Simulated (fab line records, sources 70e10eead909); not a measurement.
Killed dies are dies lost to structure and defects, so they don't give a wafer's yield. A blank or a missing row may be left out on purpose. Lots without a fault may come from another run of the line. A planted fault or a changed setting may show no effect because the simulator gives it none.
Chamber matching | flow nand_harc | NHARC_A_STAIRCASE_DEP_322 on pecvd-03: 3 sister chambers
The step deposits SiO2, target thk 3800 nm. 6 wafers are shown with their chamber, then 8 later ones without.

WAFERS WITH THEIR CHAMBER
wafer  | chamber | heater_power_w (W) | heater_power_outer_w (W)
L081.4 | 2       | 675                | 371
L089.6 | 1       | 622                | 345
L090.1 | 0       | 624                | 367
L090.2 | 1       | 755                | 430
L090.6 | 2       | 693                | 370
L093.4 | 0       | 521                | 291

WAFERS WITHOUT THEIR CHAMBER
wafer  | heater_power_w (W) | heater_power_outer_w (W)
L093.5 | 628                | 350
L093.6 | 693                | 370
L095.1 | 522                | 292
L095.2 | 722                | 425
L095.4 | 514                | 286
L097.1 | 634                | 369
L097.5 | 609                | 349
L097.6 | 518                | 294

WHICH CHAMBER EACH WENT THROUGH
wafer  | from the rows above          | in truth
L093.5 | can't be placed: 0 or 2 or 1 | 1
L093.6 | can't be placed: 2 or 1 or 0 | 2
L095.1 | can't be placed: 0 or 2      | 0
L095.2 | can't be placed: 1 or 2      | 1
L095.4 | can't be placed: 0 or 2      | 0
L097.1 | can't be placed: 2 or 1 or 0 | 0
L097.5 | can't be placed: 0 or 2 or 1 | 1
L097.6 | can't be placed: 0 or 2      | 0
Placed correctly: 0 of 8. Can't be placed from these rows: 8 (the true chamber is among the candidates in 8). Placed wrongly: 0.
How it was worked out, from the rows above alone: a wafer's distance from a chamber is the root of the sum, over the readings, of the square of ((its reading less the chamber's mean) divided by the reading's scatter). The wafer belongs to the nearest chamber; if the next one is less than 2 further off, it can't be placed. A chamber's mean is the mean of its shown wafers. The scatter: the root of (the sum of the squares of (reading less its chamber's mean) over the shown wafers, divided by (wafers less chambers)).
